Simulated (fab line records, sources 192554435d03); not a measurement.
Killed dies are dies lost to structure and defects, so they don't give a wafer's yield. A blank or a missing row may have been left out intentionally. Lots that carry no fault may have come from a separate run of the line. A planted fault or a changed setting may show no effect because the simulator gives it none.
Split-lot experiment | flow n5 finfet | route with 1938 steps; 7 lots, 39 wafers read

ON THE SPLIT
At N5_WELL_APT_EXPOSE_22 (exposes mask PWELL, defocus 0 nm, target cd 200 nm), the setting dose mj was moved away from the recipe's 23.2 on 15 of the 39 wafers read, by -7.5% to +7.5%. All remaining wafers had this setting at the recipe value.

FROM THE SPLIT TO THE READING: what the file shows between them, 3 steps
- N5_WELL_APT_PEB_23: peb time 90 s
- N5_WELL_APT_DEVELOP_24: develop time 45 s
- N5_WELL_APT_HARDBAKE_29: time 120 s

THE READING
At N5_WELL_APT_CD_MEAS_25: cd nm in nanometres, against a target cd of 200 nm. On this fab line, fault-free wafers typically give 200.2 nm with a standard deviation of 1.9 nm.

wafer  | tool, chamber at the split | dose mj as run | against the recipe | cd nm, nm | against lot-mates on the recipe
L075.1 | krf scanner-01, 0          | 23.2           | recipe             | 198.1     | -
L075.3 | krf scanner-01, 0          | 23.2           | recipe             | 200.7     | -
L075.5 | krf scanner-01, 0          | 23.2           | recipe             | 201.5     | -
L077.1 | krf scanner-01, 0          | 23.2           | recipe             | 198.3     | -
L077.2 | krf scanner-01, 0          | 23.2           | recipe             | 196.3     | -
L077.3 | krf scanner-01, 0          | 23.96          | +3.3%              | 203.4     | +5.7
L077.4 | krf scanner-01, 0          | 23.96          | +3.3%              | 201.4     | +3.7
L077.5 | krf scanner-01, 0          | 23.96          | +3.3%              | 207.4     | +9.7
L077.6 | krf scanner-01, 0          | 23.2           | recipe             | 198.6     | -
L089.1 | krf scanner-01, 0          | 23.2           | recipe             | 200.9     | -
L089.2 | krf scanner-01, 0          | 21.46          | -7.5%              | 184.2     | -16.3
L089.3 | krf scanner-01, 0          | 23.2           | recipe             | 199.6     | -
L089.4 | krf scanner-01, 0          | 21.46          | -7.5%              | 184.6     | -15.9
L089.5 | krf scanner-01, 0          | 23.2           | recipe             | 201.1     | -
L089.6 | krf scanner-01, 0          | 21.46          | -7.5%              | 189.5     | -11.0
L094.1 | krf scanner-02, 0          | 23.2           | recipe             | 198.5     | -
L094.2 | krf scanner-02, 0          | 22.36          | -3.6%              | 191.8     | -7.6
L094.3 | krf scanner-02, 0          | 23.2           | recipe             | 201.0     | -
L094.4 | krf scanner-02, 0          | 22.36          | -3.6%              | 191.4     | -8.0
L094.5 | krf scanner-02, 0          | 23.2           | recipe             | 198.6     | -
L094.6 | krf scanner-02, 0          | 22.36          | -3.6%              | 189.2     | -10.2
L095.1 | krf scanner-01, 0          | 23.2           | recipe             | 201.7     | -
L095.2 | krf scanner-01, 0          | 23.2           | recipe             | 198.8     | -
L095.3 | krf scanner-01, 0          | 23.2           | recipe             | 199.6     | -
L095.4 | krf scanner-01, 0          | 23.2           | recipe             | 201.4     | -
L095.5 | krf scanner-01, 0          | 23.2           | recipe             | 199.6     | -
L095.6 | krf scanner-01, 0          | 23.2           | recipe             | 198.2     | -
L096.1 | krf scanner-01, 0          | 24.94          | +7.5%              | 213.7     | +12.2
L096.2 | krf scanner-01, 0          | 23.2           | recipe             | 200.1     | -
L096.3 | krf scanner-01, 0          | 23.2           | recipe             | 201.1     | -
L096.4 | krf scanner-01, 0          | 23.2           | recipe             | 203.4     | -
L096.5 | krf scanner-01, 0          | 24.94          | +7.5%              | 216.0     | +14.5
L096.6 | krf scanner-01, 0          | 24.94          | +7.5%              | 214.2     | +12.7
L097.1 | krf scanner-01, 0          | 21.55          | -7.1%              | 184.9     | -15.8
L097.2 | krf scanner-01, 0          | 21.55          | -7.1%              | 187.9     | -12.8
L097.3 | krf scanner-01, 0          | 23.2           | recipe             | 202.8     | -
L097.4 | krf scanner-01, 0          | 23.2           | recipe             | 199.4     | -
L097.5 | krf scanner-01, 0          | 23.2           | recipe             | 199.9     | -
L097.6 | krf scanner-01, 0          | 21.55          | -7.1%              | 185.6     | -15.1

FIT RESULTS
A straight line over all 39 wafers: cd nm changes by +1.91 nm for each +1% of dose mj; r = +0.97; the points scatter about the line by 1.9 nm.
The same after taking each lot's own level away (the mean of its wafers on the recipe; 39 wafers): +1.92 nm for each +1%; r = +0.98; scatter 1.6 nm.
According to that fit, moving dose mj by its largest amount changes the reading by 14 nm.
The span of the lots' own levels, 197.73 to 201.53 nm, comes to 2.0 times the standard deviation stated above.
The two slopes agree, so the slope changes little with the lot-to-lot level.
Check: with one of the wafers moved furthest among these (+7.5%) left out of the fit, the line predicts +14.5 nm for it against its lot-mates. Against them it came out at +12.2 nm.

THE WHOLE CHAIN: every reading that the file lists as answering this split, in the file's order
step                   | what it does             | reading                                                         | change (the file's fit)              | r (the file's)
N5_WELL_APT_CD_MEAS_25 | target cd 200 nm         | cd nm                                                           | +1.94 nm for each +1% of the setting | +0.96
N5_WELL_APT_DESCUM_30  | chemistry O2, time 7.9 s | WELL_APT.cd nm (the simulator's own value, which no gauge read) | +1.95 nm for each +1% of the setting | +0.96

FILE'S OWN FIT
cd nm changes by +1.94 nm for each +1% of dose mj, r = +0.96.
